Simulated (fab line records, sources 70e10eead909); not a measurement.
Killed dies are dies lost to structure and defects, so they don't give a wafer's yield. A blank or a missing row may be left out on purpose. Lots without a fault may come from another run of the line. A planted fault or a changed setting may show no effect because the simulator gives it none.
A struck lot beside a sound one | flow nand_harc | 24 steps out of a route of 1302
Sound: wafers L648.1, L648.4, L648.5. Struck: wafers L655.1, L655.2, L655.5. The cause comes at the end.
At each step with rows: each side's tool, then ch and its chambers, then its first start. Under that, the readings that differ: sound wafers | struck wafers | difference of the means | sigmas: that difference in standard deviations of wafers without a fault.
alike: readings whose means differ by less than 2 such deviations, and words and numbers that are the same on both sides. not compared: withheld readings, readings that some wafer has no value for, bounds like >300 that may hide the same value, and numbers for which the record gives no deviation and whose values overlap.
The two part at a step that has a row with sigmas, a row that says differs or no value, or rows on one side only. Numbers that don't overlap but have no deviation are shown without sigmas and don't part them. A reading that every wafer of one side lacks parts them only if that side has two wafers or more.

NHARC_P_M1_INSPECT_27:
  sound on defect_inspect-02, day 7 02:56; struck on defect_inspect-01, day 10 01:04
  alike: raw_defect_count
NHARC_P_M1_PRE_CLEAN_32: time 12 s.
  sound on pecvd-04 ch 0,1,2, day 7 03:01; struck on pecvd-04 ch 0,1,2, day 10 01:08
  alike: heater_power_w
NHARC_P_M1_DEP_33: deposits SiCN, target thk 30 nm.
  sound on pecvd-04 ch 0,1,2, day 7 03:08; struck on pecvd-04 ch 0,1,2, day 10 01:13
  alike: heater_power_w
then, 8 steps without rows for these wafers: NHARC_P_M2_DEP_00 (deposits SiOC, target thk 182.5 nm); NHARC_P_M2_DEHYDRATE_01 (time 120 s); NHARC_P_M2_HMDS_02 (time 30 s); NHARC_P_M2_COAT_34 (time 65 s); NHARC_P_M2_COAT_03 (resist thk 90 nm); NHARC_P_M2_SOFTBAKE_04 (time 55 s); NHARC_P_M2_EBR_05; NHARC_P_M2_EXPOSE_06 (exposes mask P M2, target cd 170 nm).
NHARC_P_M2_PEB_07: peb time 65 s.
  sound on litho_track-01 ch 0, day 7 04:16; struck on litho_track-06 ch 0, day 10 02:23
  reading                  | sound              | struck               | difference | sigmas
  heater_power_total_W (W) | 156.4 156.5 157.0  | 160.1 160.6 159.9    | +3.6       | +8
  plate_temp_C (C)         | 100.05 99.99 99.87 | 101.81 101.81 102.00 | +1.90      | +15
then, 1 step without rows for these wafers: NHARC_P_M2_DEVELOP_08 (develop time 35 s).
NHARC_P_M2_CD_MEAS_09: target cd 170 nm.
  sound on cd_sem-01 ch 0, day 7 04:20; struck on cd_sem-02 ch 0, day 10 02:28
  reading    | sound             | struck            | difference | sigmas
  cd_nm (nm) | 170.3 170.3 170.3 | 174.8 175.7 175.4 | +5.0       | +11
NHARC_P_M2_OVL_MEAS_10: pitch 340 nm.
  sound on overlay-01, day 7 04:25; struck on overlay-02, day 10 02:33
  alike: overlay_x_nm, overlay_y_nm
NHARC_P_M2_INSPECT_11:
  sound on defect_inspect-01, day 7 04:28; struck on defect_inspect-01, day 10 02:35
  alike: raw_defect_count
NHARC_P_M2_DESCUM_14: chemistry O2, time 3 s.
  sound on rie_diel-11 ch 0,1,3, day 7 04:31; struck on rie_diel-11 ch 0,1,2, day 10 02:40
  reading               | sound             | struck            | difference | sigmas
  model.P_M2.cd_nm (nm) | 170.5 170.7 170.6 | 175.2 175.4 175.5 | +4.8       |
  alike: chamber_pressure_mTorr, drypump_motor_current_A, oes_product_au, rf_vpp_V, showerhead_plenum_p_Torr, throttle_valve_pct
  not compared: rf_hours_counter_h
NHARC_P_M2_ETCH_35: etches the open film in N2/H2, target depth 40 nm, overetch 12 nm, time 43.94 s.
  sound on rie_diel-11 ch 0,2,3, day 7 04:37; struck on rie_diel-11 ch 1,2,3, day 10 02:45
  reading                | sound                | struck               | difference | sigmas
  throttle_valve_pct (%) | 14.179 14.180 14.183 | 14.166 14.160 14.164 | -0.017     | -2
  alike: chamber_pressure_mTorr, drypump_motor_current_A, n2_flow_sccm, oes_product_au, rf_vpp_V, showerhead_plenum_p_Torr
  not compared: rf_hours_counter_h
NHARC_P_M2_ETCH_15: etches the open film in C4F8/Ar, target depth 182.5 nm, time 91.2 s.
  sound on rie_diel-11 ch 2,3; struck on rie_diel-11 ch 0,1,2
  alike: chamber_pressure_mTorr, oes_product_au, rf_vpp_V
  not compared: rf_hours_counter_h
NHARC_P_M2_CD_MEAS_16:
  sound on cd_sem-02, day 7 04:50; struck on cd_sem-01, day 10 02:57
  reading    | sound             | struck            | difference | sigmas
  cd_nm (nm) | 170.6 170.8 170.9 | 175.2 175.7 175.2 | +4.6       | +8
NHARC_P_M2_STRIP_18: strips in N2/H2.
  sound on rie_diel-08 ch 1,2, day 7 04:56; struck on rie_diel-11 ch 0,1,2, day 10 03:02
  alike: chamber_pressure_mTorr, drypump_motor_current_A, n2_flow_sccm, oes_product_au, rf_vpp_V, showerhead_plenum_p_Torr, throttle_valve_pct
  not compared: rf_hours_counter_h
NHARC_P_M2_ETCH_28: etches the open film in CF4/N2, target depth 30 nm, time 72.99 s.
  sound on rie_diel-08 ch 1,3; struck on rie_diel-11 ch 1,2,3
  reading               | sound             | struck            | difference | sigmas
  model.P_M2.cd_nm (nm) | 170.7 170.4 170.1 | 175.5 175.8 174.9 | +5.0       |
  alike: chamber_pressure_mTorr, drypump_motor_current_A, n2_flow_sccm, oes_product_au, rf_vpp_V, showerhead_plenum_p_Torr, throttle_valve_pct
  not compared: rf_hours_counter_h
then, 1 step without rows for these wafers: NHARC_P_M2_STRIP_19 (strips in post etch residue remover, time 600 s).
NHARC_END_SORT_01:
  the record has rows for the sound wafers here (prober-01 ch 0, day 24 08:25) and none for the struck ones

WHERE THEY PART
First at NHARC_P_M2_PEB_07; last, within this record, at NHARC_END_SORT_01.

WHY: what the simulator had put in
Process parameter drift: litho_track-06, from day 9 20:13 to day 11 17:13, at NHARC_P_M2_PEB_07. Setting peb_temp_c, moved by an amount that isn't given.
